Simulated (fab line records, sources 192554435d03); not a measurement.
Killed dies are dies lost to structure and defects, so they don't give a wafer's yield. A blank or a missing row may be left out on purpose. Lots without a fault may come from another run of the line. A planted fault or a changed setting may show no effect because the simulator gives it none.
Chamber matching | flow n5_finfet | N5_BEOL_M5_ETCH_75 on rie_diel-05: 4 sister chambers
The step etches underlayer in N2/H2, target depth 6.5 nm, time 5.2 s. 14 wafers are shown with their chamber, then 7 later ones without.

WAFERS WITH THEIR CHAMBER
wafer  | chamber | throttle_valve_pct (%) | oes_product_au (a.u.) | showerhead_plenum_p_Torr (Torr)
L076.1 | 2       | 17.74                  | 0.71                  | 2.58
L076.2 | 1       | 17.39                  | 0.75                  | 2.58
L076.5 | 0       | 17.90                  | 0.75                  | 2.59
L079.2 | 3       | 17.93                  | 0.59                  | 2.63
L079.3 | 1       | 17.43                  | 0.73                  | 2.58
L079.6 | 2       | 17.81                  | 0.68                  | 2.58
L088.1 | 0       | 17.99                  | 0.72                  | 2.58
L088.4 | 3       | 17.96                  | 0.58                  | 2.62
L088.5 | 1       | 17.48                  | 0.73                  | 2.57
L092.1 | 2       | 17.83                  | 0.67                  | 2.57
L092.2 | 1       | 17.45                  | 0.72                  | 2.57
L092.3 | 0       | 18.00                  | 0.73                  | 2.58
L093.3 | 0       | 18.00                  | 0.72                  | 2.57
L093.5 | 0       | 18.00                  | 0.71                  | 2.58

SIGNATURES (means of the wafers above)
reading                  | chamber 0 | chamber 1 | chamber 2 | chamber 3 | scatter within a chamber
throttle_valve_pct       | 17.9780   | 17.4375   | 17.7933   | 17.9450   | 0.0411
oes_product_au           | 0.7260    | 0.7325    | 0.6867    | 0.5850    | 0.0152
showerhead_plenum_p_Torr | 2.5800    | 2.5750    | 2.5767    | 2.6250    | 0.00645
Rule: a wafer's distance from a chamber is the root of the sum, over the readings, of the square of ((its reading less the chamber's mean) divided by the reading's scatter). The wafer belongs to the nearest chamber; if the next one is less than 2 further off, it can't be placed. The scatter: the root of (the sum of the squares of (reading less its chamber's mean) over the shown wafers, divided by (wafers less chambers)).

WAFERS WITHOUT THEIR CHAMBER
wafer  | throttle_valve_pct (%) | oes_product_au (a.u.) | showerhead_plenum_p_Torr (Torr)
L093.6 | 17.81                  | 0.67                  | 2.57
L094.1 | 17.83                  | 0.67                  | 2.57
L094.4 | 17.84                  | 0.67                  | 2.57
L094.5 | 18.01                  | 0.70                  | 2.57
L096.1 | 18.01                  | 0.72                  | 2.57
L096.2 | 17.54                  | 0.81                  | 2.62
L096.4 | 17.82                  | 0.67                  | 2.57

WHICH CHAMBER EACH WENT THROUGH
wafer  | from the rows above | in truth
L093.6 | 2                   | 2
L094.1 | 2                   | 2
L094.4 | 2                   | 2
L094.5 | 0                   | 0
L096.1 | 0                   | 0
L096.2 | 1                   | 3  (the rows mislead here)
L096.4 | 2                   | 2
Placed correctly: 6 of 7. Can't be placed from these rows: 0. Placed wrongly: 1.
